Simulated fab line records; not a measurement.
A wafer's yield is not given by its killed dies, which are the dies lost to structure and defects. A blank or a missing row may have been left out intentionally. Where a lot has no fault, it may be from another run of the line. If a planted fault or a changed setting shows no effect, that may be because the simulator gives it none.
Problem report in the 8D (eight disciplines) form, filled by code + flow nand_harc + the parts of the form that need people (team, actions taken, sign-off) are left out

== 1. WHAT IS WRONG ==
Mean of run_length_s at NHARC_A_SGD_CUT_ETCH_58: 88.8 s across 3 wafers in 2 lots; on wafers with no fault it is 86.3 s (standard deviation 0.46). That is +5.5 standard deviations from the usual mean.
The step: etches the open film in CF4, target depth 39 nm, time 65 s.
Seen first at day 25 23:04 on rie_diel-12, wafer L900.1. At this step, 35 wafers from 12 lots have a number in the record. By rule, "out" or "out of limits" means more than 4 standard deviations away from the usual mean. Any other wafer with a number is counted as sound.

== 2. WHAT IT IS, WHAT IT ISN'T ==
| question                    | is                     | is not                                                                                                               |
|-----------------------------|------------------------|----------------------------------------------------------------------------------------------------------------------|
| which readings at this step | run_length_s           | bias_w, drypump_motor_current_A, mfc_ar_sccm, oes_product_au, rf_vpp_V, showerhead_plenum_p_Torr, throttle_valve_pct |
| which lots                  | L899, L900             | L884, L885, L886, L887, L889, L891, L892, L893, L904, L906                                                           |
| which wafers of those lots  | L899.1, L899.3, L900.1 | L900.5, L900.6                                                                                                       |
| read on which tools         | rie_diel-12            | rie_diel-04, rie_diel-11                                                                                             |
| when                        | from day 25 23:04      | up to then (26 sound wafers); but 6 sound wafers of L904, L906 came after                                            |

== 3. THE SUSPECTS, EACH WITH WHAT RULES IT OUT ==
Counting: if a tool at a process step up to the reading ran every lot that is out, it stays a suspect. Sound lots after the first of them don't rule it out here, since some wafers of a struck lot are sound.
- rie_diel-12 at NHARC_A_SGD_CUT_ETCH_58 (etches the open film in CF4, target depth 39 nm, time 65 s): kept. It ran every lot that is out, first L900 (day 25 23:04); its last sound lot up to then is L886 (day 20 17:25). Its own readings are out on those wafers: run_length_s.
After counting, what remains is rie_diel-12 at NHARC_A_SGD_CUT_ETCH_58.

== 4. THE CAUSE (what the simulator had put in) ==
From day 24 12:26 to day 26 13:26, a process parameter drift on rie_diel-12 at NHARC_A_SGD_CUT_ETCH_58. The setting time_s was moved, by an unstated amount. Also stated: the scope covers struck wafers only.
Counting left only this tool.

== 5. SEQUENCE OF EFFECTS, ordered by route ==
Each row: a reading whose mean over the struck wafers that have a number lies more than 3 standard deviations from the usual. Scope: only readings with a usual standard deviation given in the record; hours: median across lots of the time from each lot's start at the first step in this table that gives one to its start at this step; sigmas: change in usual standard deviations.
| hours | step                    | reading      | usual  | on struck wafers | change | sigmas |
|-------|-------------------------|--------------|--------|------------------|--------|--------|
| 0     | NHARC_A_SGD_CUT_ETCH_58 | run_length_s | 86.3 s | 88.8             | +2.5   | +5.5   |
Its process steps:
- NHARC_A_SGD_CUT_ETCH_58: etches the open film in CF4, target depth 39 nm, time 65 s.
Later measuring or inspecting steps at which every struck wafer that the step has a row for has a number for every such reading, and none has moved that far: NHARC_END_SORT_01.

== 6. HOW IT WOULD HAVE BEEN CAUGHT EARLIER ==
35 hours passed between the start of the fault at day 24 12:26 and the first reading out of limits in this record, taken at day 25 23:04.
